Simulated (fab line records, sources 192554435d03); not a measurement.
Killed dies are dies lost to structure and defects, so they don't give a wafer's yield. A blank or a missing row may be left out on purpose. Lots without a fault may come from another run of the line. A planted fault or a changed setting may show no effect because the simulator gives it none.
Chamber matching | flow n5_finfet | N5_BEOL_M0_TRENCH_ETCH_107 on rie_diel-03: 4 sister chambers
The step etches SiOC in C4F6/O2, target depth 32.8 nm, time 16.4 s. 4 wafers are shown with their chamber, then 10 later ones without.

WAFERS WITH THEIR CHAMBER
wafer  | chamber | drypump_motor_current_A (A)
L080.4 | 1       | 5.3
L084.3 | 3       | 5.7
L088.1 | 2       | 5.4
L088.3 | 0       | 5.6

WAFERS WITHOUT THEIR CHAMBER
wafer  | drypump_motor_current_A (A)
L088.4 | 5.3
L089.1 | 5.6
L089.4 | 5.5
L089.5 | 5.3
L092.2 | 5.4
L092.3 | 5.7
L092.4 | 5.6
L091.2 | 5.4
L091.3 | 5.7
L091.6 | 5.7

WHICH CHAMBER EACH WENT THROUGH
wafer  | from the rows above     | in truth
L088.4 | 1                       | 1
L089.1 | 0                       | 0
L089.4 | can't be placed: 0 or 2 | 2
L089.5 | 1                       | 1
L092.2 | 2                       | 2
L092.3 | 3                       | 3
L092.4 | 0                       | 0
L091.2 | 2                       | 2
L091.3 | 3                       | 3
L091.6 | 3                       | 3
Placed correctly: 9 of 10. Can't be placed from these rows: 1 (the true chamber is among the candidates in 1). Placed wrongly: 0.
How it was worked out, from the rows above alone: a wafer's distance from a chamber is the root of the sum, over the readings, of the square of ((its reading less the chamber's mean) divided by the reading's scatter). The wafer belongs to the nearest chamber; if the next one is less than 2 further off, it can't be placed. A chamber's mean is the mean of its shown wafers. The scatter: with one shown wafer a chamber, the root of the mean of the squares of how far each hidden wafer lies from its nearest shown one.
